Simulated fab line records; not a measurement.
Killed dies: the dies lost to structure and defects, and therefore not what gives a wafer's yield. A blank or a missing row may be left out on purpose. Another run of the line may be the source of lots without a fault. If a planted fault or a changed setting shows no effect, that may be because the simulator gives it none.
fab line records + flow n5_finfet + part 2 of 2: steps 24 to 37 of 37
record:
- lots: 5
- wafers: 15
- last_day: 16
route steps=1938 shown BEOL_M8@1400 BEOL_M9@1401
lots that met no fault: taken from a fault-free run of the same line
start_h: start of the lot's first displayed wafer, in hours after the record's first day + wait_h: hours since the lot's step before + " identical to the entry in the row above + L1.1+2: several wafers, shown together as one row + - no value, or no start was given + * or withheld: withheld + < > ~ a bound
route shown NAME@n: NAME is a module with steps in the file, n the number in the route of the first one + usual: average and standard deviation across the fault-free wafers + same: alike in all rows + chamber/n: place in a boat + sites: the reading at each site + _std_site: standard deviation across them + _edge_site: outer sites' mean less inner sites' + radius_mm: for every site, how far away it sits from the centre of the wafer + mask NAME#n: copy n + behind: tool/chamber where the wafer was last shaped + hold: what put the lot on hold/how long, in hours/how the hold closed + device: whichever transistor did not switch (one of n, p or np) + end of line: the tests these same wafers got at the end of their route + a step without rows: its recipe alone + killed: at the first sort, the dies lost to defects and structure; wafer yield is something else + map: a wafer's dies, marking killed ones x, the rest . and places with no die _
set.NAME: the setting as run; set.NAME@STEP: as run at that earlier step + model.NAME: the simulator's own value behind a step, which no gauge read
certain route steps with their lots: each step a table, each wafer a row
services: a tool's chamber out of use, with start hour (start_h, from the record's first day; less than 0 if before it), hours out, and reason
== steps ==
step: N5_BEOL_M9_STRIP_19
recipe:
- chemistry: O2
- power_w: 400
- temp_c: 40
- pressure_mtorr: 30
- rf_frequency_hz: 6e+07
- bias_power_w: 0
- overash_fraction: 0.2
- o2_flow_sccm: 225
usual:
- drypump_motor_current_A: 5.5/0.43
- o2_flow_sccm: 224.9/0.66
- oes_product_au: 0.78/0.073
- rf_vpp_V: 3.6/0.61
- showerhead_plenum_p_Torr: 2.10/0.086
- throttle_valve_pct: 16.60/0.18
same:
- overash_fraction: 0.2
| lot.wafer | tool        | chamber | start_h | wait_h | drypump_motor_current_A | o2_flow_sccm | oes_product_au | rf_hours_counter_h | rf_vpp_V | showerhead_plenum_p_Torr | throttle_valve_pct |
|-----------|-------------|---------|---------|--------|-------------------------|--------------|----------------|--------------------|----------|--------------------------|--------------------|
| L079.3    | rie_diel-02 | 0       | 235.75  | 0.1    | 5.1                     | 224.9        | 0.73           | 187                | 3.5      | 2.10                     | 16.76              |
| L079.4    | "           | 2       | "       | "      | 5.9                     | 225.3        | 0.70           | 217                | 4.0      | 2.06                     | 16.75              |
| L079.5    | "           | 3       | "       | "      | 5.5                     | 225.3        | 0.73           | -                  | 2.9      | 2.17                     | 16.63              |
| L080.3    | rie_diel-02 | 1       | 241.88  | 0.1    | 6.0                     | 225.0        | 0.76           | 165                | 3.1      | 1.99                     | 16.34              |
| L080.5    | "           | 0       | "       | "      | 5.1                     | 224.7        | 0.73           | -                  | 3.3      | 2.10                     | 16.78              |
| L080.6    | "           | 3       | "       | "      | 5.5                     | 225.5        | 0.74           | -                  | 3.6      | 2.17                     | 16.66              |
| L082.3    | rie_diel-02 | 1       | 248.31  | 0.1    | 6.0                     | 224.7        | 0.76           | 167                | 3.6      | 1.99                     | 16.35              |
| L082.4    | "           | 2       | "       | "      | 5.9                     | 224.2        | 0.71           | 221                | 4.4      | 2.05                     | 16.77              |
| L082.5    | "           | 2       | "       | "      | 5.9                     | 225.3        | 0.70           | -                  | 3.3      | 2.05                     | 16.78              |
| L093.2    | rie_diel-02 | 3       | 320.41  | 0.1    | 5.5                     | 224.8        | 0.70           | 191                | 3.8      | 2.16                     | 16.70              |
| L093.3    | "           | 1       | "       | "      | 6.1                     | 225.0        | 0.76           | 189                | 4.1      | 1.98                     | 16.39              |
| L093.4    | "           | 2       | "       | "      | 5.9                     | 225.2        | 0.68           | 243                | 2.3      | 2.05                     | 16.84              |
| L094.1    | rie_diel-02 | 0       | 328.58  | 0.1    | 5.1                     | 223.9        | 0.71           | 216                | 4.2      | 2.09                     | 16.81              |
| L094.3    | "           | 3       | "       | "      | 5.5                     | 224.7        | 0.70           | 194                | 3.0      | 2.16                     | 16.71              |
| L094.5    | "           | 0       | "       | "      | 5.1                     | 225.7        | 0.71           | -                  | 3.8      | 2.09                     | 16.81              |
step: N5_BEOL_M9_CD_MEAS_18
recipe:
- pitch_nm: 140
- target_cd_nm: 70
usual:
- cd_nm: 70.3/0.79
| lot.wafer | tool      | chamber | start_h | wait_h | cd_nm |
|-----------|-----------|---------|---------|--------|-------|
| L079.3    | cd_sem-01 | -       | 235.82  | 0.1    | 69.2  |
| L079.4    | "         | -       | "       | "      | 70.1  |
| L079.5    | "         | -       | "       | "      | 70.7  |
| L080.3    | cd_sem-03 | -       | 241.96  | 0.1    | 69.4  |
| L080.5    | "         | -       | "       | "      | 70.0  |
| L080.6    | "         | -       | "       | "      | 71.5  |
| L082.3    | cd_sem-02 | -       | 248.38  | 0.1    | 70.3  |
| L082.4    | "         | -       | "       | "      | 69.8  |
| L082.5    | "         | -       | "       | "      | 70.4  |
| L093.2    | cd_sem-02 | -       | 320.48  | 0.1    | 70.7  |
| L093.3    | "         | -       | "       | "      | 69.7  |
| L093.4    | "         | -       | "       | "      | 69.7  |
| L094.1    | cd_sem-01 | -       | 328.65  | 0.0    | 69.5  |
| L094.3    | "         | -       | "       | "      | 68.8  |
| L094.5    | "         | -       | "       | "      | 70.6  |
step: N5_BEOL_M9_COAT_63
recipe:
- resist: SOC
- temp_c: 250
- time_s: 60
- spin_rpm: 1500
- resist_thk_nm: 60
| lot.wafer  | tool           | chamber | start_h | wait_h |
|------------|----------------|---------|---------|--------|
| L079.3+4+5 | litho_track-05 | 0       | 236.40  | 0.6    |
| L080.3+5+6 | litho_track-05 | 0       | 242.14  | 0.2    |
| L082.3+4+5 | litho_track-04 | 0       | 248.42  | 0.0    |
| L093.2+3+4 | litho_track-04 | 0       | 321.40  | 0.9    |
| L094.1+3+5 | litho_track-05 | 0       | 331.55  | 2.9    |
step: N5_BEOL_M9_COAT_64
recipe:
- resist: SiARC
- temp_c: 220
- time_s: 60
- spin_rpm: 1500
- resist_thk_nm: 12
| lot.wafer  | tool           | chamber | start_h | wait_h |
|------------|----------------|---------|---------|--------|
| L079.3+4+5 | litho_track-05 | 0       | -       | -      |
| L080.3+5+6 | litho_track-05 | 0       | -       | -      |
| L082.3+4+5 | litho_track-04 | 0       | -       | -      |
| L093.2+3+4 | litho_track-04 | 0       | -       | -      |
| L094.1+3+5 | litho_track-05 | 0       | -       | -      |
step: N5_BEOL_M9_COAT_75
recipe:
- resist: underlayer
- temp_c: 205
- time_s: 60
- spin_rpm: 1500
- resist_thk_nm: 5
| lot.wafer  | tool           | chamber | start_h | wait_h |
|------------|----------------|---------|---------|--------|
| L079.3+4+5 | litho_track-05 | 0       | -       | -      |
| L080.3+5+6 | litho_track-05 | 0       | -       | -      |
| L082.3+4+5 | litho_track-04 | 0       | -       | -      |
| L093.2+3+4 | litho_track-04 | 0       | -       | -      |
| L094.1+3+5 | litho_track-05 | 0       | -       | -      |
step: N5_BEOL_M9_COAT_22
recipe:
- resist: CAR-EUV
- spin_rpm: 1500
- resist_thk_nm: 30
| lot.wafer  | tool           | chamber | start_h | wait_h |
|------------|----------------|---------|---------|--------|
| L079.3+4+5 | litho_track-05 | 0       | -       | -      |
| L080.3+5+6 | litho_track-05 | 0       | -       | -      |
| L082.3+4+5 | litho_track-04 | 0       | -       | -      |
| L093.2+3+4 | litho_track-04 | 0       | -       | -      |
| L094.1+3+5 | litho_track-05 | 0       | -       | -      |
step: N5_BEOL_M9_EBR_24
recipe:
- solvent: PGMEA
- ebr_width_mm: 1.5
| lot.wafer  | tool           | chamber | start_h | wait_h |
|------------|----------------|---------|---------|--------|
| L079.3+4+5 | litho_track-05 | 0       | -       | -      |
| L080.3+5+6 | litho_track-05 | 0       | -       | -      |
| L082.3+4+5 | litho_track-04 | 0       | -       | -      |
| L093.2+3+4 | litho_track-04 | 0       | -       | -      |
| L094.1+3+5 | litho_track-05 | 0       | -       | -      |
step: N5_BEOL_M9_SOFTBAKE_23
recipe:
- temp_c: 110
- time_s: 60
- resist: CAR-EUV
| lot.wafer  | tool           | chamber | start_h | wait_h |
|------------|----------------|---------|---------|--------|
| L079.3+4+5 | litho_track-05 | 0       | -       | -      |
| L080.3+5+6 | litho_track-05 | 0       | -       | -      |
| L082.3+4+5 | litho_track-04 | 0       | -       | -      |
| L093.2+3+4 | litho_track-04 | 0       | -       | -      |
| L094.1+3+5 | litho_track-05 | 0       | -       | -      |
step: N5_BEOL_M9_EXPOSE_25
recipe:
- mask_id: V8
- na: 0.33
- source_shape: annular
- sigma_inner: 0.4
- sigma_outer: 0.8
- polarization: unpolarized
- dose_mj: 37.25
| lot.wafer  | tool           | chamber | start_h | wait_h | mask |
|------------|----------------|---------|---------|--------|------|
| L079.3+4+5 | euv_scanner-01 | 0       | 236.67  | -      | V8#0 |
| L080.3+5+6 | euv_scanner-01 | 0       | 242.28  | -      | V8#0 |
| L082.3+4+5 | euv_scanner-02 | 0       | 248.56  | -      | V8#0 |
| L093.2+3+4 | euv_scanner-01 | 0       | 321.54  | -      | V8#0 |
| L094.1+3+5 | euv_scanner-02 | 0       | 331.81  | -      | V8#0 |
step: N5_BEOL_M9_PEB_26
recipe:
- peb_temp_c: 100
- peb_time_s: 60
- resist: CAR-EUV
| lot.wafer  | tool           | chamber | start_h | wait_h |
|------------|----------------|---------|---------|--------|
| L079.3+4+5 | litho_track-02 | 0       | 236.72  | 0.0    |
| L080.3+5+6 | litho_track-05 | 0       | 242.34  | 0.0    |
| L082.3+4+5 | litho_track-04 | 0       | 248.62  | 0.0    |
| L093.2+3+4 | litho_track-04 | 0       | 321.60  | 0.0    |
| L094.1+3+5 | litho_track-02 | 0       | 331.87  | 0.1    |
step: N5_BEOL_M9_DEVELOP_27
recipe:
- develop_time_s: 30
- developer: TMAH
- resist: CAR-EUV
- rinse_liquid: surfactant_rinse
- dry: air_spin
- dev_temp_c: 23
same:
- develop_time_s: 30
| lot.wafer  | tool           | chamber | start_h | wait_h |
|------------|----------------|---------|---------|--------|
| L079.3+4+5 | litho_track-02 | 0       | -       | -      |
| L080.3+5+6 | litho_track-05 | 0       | -       | -      |
| L082.3+4+5 | litho_track-04 | 0       | -       | -      |
| L093.2+3+4 | litho_track-04 | 0       | -       | -      |
| L094.1+3+5 | litho_track-02 | 0       | -       | -      |
step: N5_BEOL_M9_CD_MEAS_28
recipe:
- target_cd_nm: 70
- landing_energy_ev: 500
- detector: se_inlens
- polarity: opening
usual:
- cd_nm: 70.0/0.33
| lot.wafer | tool      | chamber | start_h | wait_h | cd_nm |
|-----------|-----------|---------|---------|--------|-------|
| L079.3    | cd_sem-02 | 0       | 236.79  | -      | 70.1  |
| L079.4    | "         | 0       | "       | "      | 69.8  |
| L079.5    | "         | 0       | "       | "      | 69.6  |
| L080.3    | cd_sem-01 | 0       | 242.40  | -      | 69.7  |
| L080.5    | "         | 0       | "       | "      | 70.1  |
| L080.6    | "         | 0       | "       | "      | 69.4  |
| L082.3    | cd_sem-02 | 0       | 248.68  | -      | 70.2  |
| L082.4    | "         | 0       | "       | "      | 70.1  |
| L082.5    | "         | 0       | "       | "      | 69.6  |
| L093.2    | cd_sem-03 | 0       | 321.66  | -      | 70.1  |
| L093.3    | "         | 0       | "       | "      | 70.2  |
| L093.4    | "         | 0       | "       | "      | 70.5  |
| L094.1    | cd_sem-01 | 0       | 331.94  | -      | 69.9  |
| L094.3    | "         | 0       | "       | "      | 69.8  |
| L094.5    | "         | 0       | "       | "      | 70.3  |
step: N5_BEOL_M9_OVL_MEAS_29
recipe:
- points_per_wafer: 522
usual:
- V8_OVL: 0.2/0.64
| lot.wafer | tool       | chamber | start_h | wait_h | V8_OVL[nm] |
|-----------|------------|---------|---------|--------|------------|
| L079.3    | overlay-01 | 0       | 236.83  | 0.0    | 1.3        |
| L079.4    | "          | 0       | "       | "      | 0.2        |
| L079.5    | "          | 0       | "       | "      | 0.3        |
| L080.3    | overlay-01 | 0       | 242.44  | 0.0    | 0.6        |
| L080.5    | "          | 0       | "       | "      | -0.2       |
| L080.6    | "          | 0       | "       | "      | 0.3        |
| L082.3    | overlay-02 | 0       | 248.72  | 0.0    | 0.1        |
| L082.4    | "          | 0       | "       | "      | -0.6       |
| L082.5    | "          | 0       | "       | "      | -0.7       |
| L093.2    | overlay-02 | 0       | 321.70  | 0.0    | 0.5        |
| L093.3    | "          | 0       | "       | "      | 0.8        |
| L093.4    | "          | 0       | "       | "      | -0.4       |
| L094.1    | overlay-02 | 0       | 331.97  | 0.0    | 0.2        |
| L094.3    | "          | 0       | "       | "      | 0.6        |
| L094.5    | "          | 0       | "       | "      | 0.3        |
step: N5_BEOL_M9_INSPECT_30
recipe:
- mode: adi
- inspect_instrument: brightfield
usual:
- raw_defect_count: 373/83
| lot.wafer | tool              | chamber | start_h | wait_h | raw_defect_count |
|-----------|-------------------|---------|---------|--------|------------------|
| L079.3    | defect_inspect-01 | -       | 236.88  | 0.0    | 390              |
| L079.4    | "                 | -       | "       | "      | 390              |
| L079.5    | "                 | -       | "       | "      | 393              |
| L080.3    | defect_inspect-01 | -       | 242.49  | 0.0    | 396              |
| L080.5    | "                 | -       | "       | "      | 252              |
| L080.6    | "                 | -       | "       | "      | 319              |
| L082.3    | defect_inspect-01 | -       | 248.77  | 0.0    | 274              |
| L082.4    | "                 | -       | "       | "      | 292              |
| L082.5    | "                 | -       | "       | "      | 257              |
| L093.2    | defect_inspect-01 | -       | 321.75  | 0.0    | 459              |
| L093.3    | "                 | -       | "       | "      | 344              |
| L093.4    | "                 | -       | "       | "      | 347              |
| L094.1    | defect_inspect-01 | -       | 332.03  | 0.1    | 402              |
| L094.3    | "                 | -       | "       | "      | 292              |
| L094.5    | "                 | -       | "       | "      | 385              |
== services ==
| tool            | chamber | start_h | hours | kind   |
|-----------------|---------|---------|-------|--------|
| rie_diel-05     | 2       | 208.68  | 3.8   | repair |
| euv_scanner-02  | -       | 210.53  | 1.0   | pm     |
| arfi_scanner-02 | -       | 216.23  | 3.9   | pm     |
| euv_scanner-01  | -       | 217.40  | 0.2   | repair |
| rie_diel-05     | 0       | 221.63  | 2.8   | repair |
| euv_scanner-01  | -       | 229.29  | 1.0   | pm     |
| arfi_scanner-03 | -       | 230.23  | 0.8   | pm     |
| uv_cure-02      | -       | 233.26  | 9.8   | repair |
| arfi_scanner-03 | -       | 236.63  | 0.8   | repair |
| euv_scanner-01  | -       | 236.73  | 4.6   | pm     |
| arfi_scanner-03 | -       | 256.26  | 1.3   | pm     |
| euv_scanner-02  | -       | 266.68  | 1.0   | pm     |
| euv_scanner-02  | -       | 268.73  | 4.6   | pm     |
| rie_diel-06     | 3       | 272.94  | 8.2   | repair |
| arfi_scanner-02 | -       | 276.20  | 1.0   | pm     |
| euv_scanner-01  | -       | 285.44  | 1.0   | pm     |
| arfi_scanner-02 | -       | 289.49  | 0.8   | pm     |
| arfi_scanner-03 | -       | 291.79  | 5.0   | pm     |
| arfi_scanner-02 | -       | 292.42  | 1.3   | pm     |
| rie_diel-05     | 2       | 292.50  | 6.9   | repair |
| pecvd-01        | 0       | 296.42  | 5.3   | repair |
| arfi_scanner-03 | -       | 305.59  | 1.0   | pm     |
| arfi_scanner-03 | -       | 306.85  | 1.0   | repair |
| arfi_scanner-03 | -       | 311.87  | 0.6   | repair |
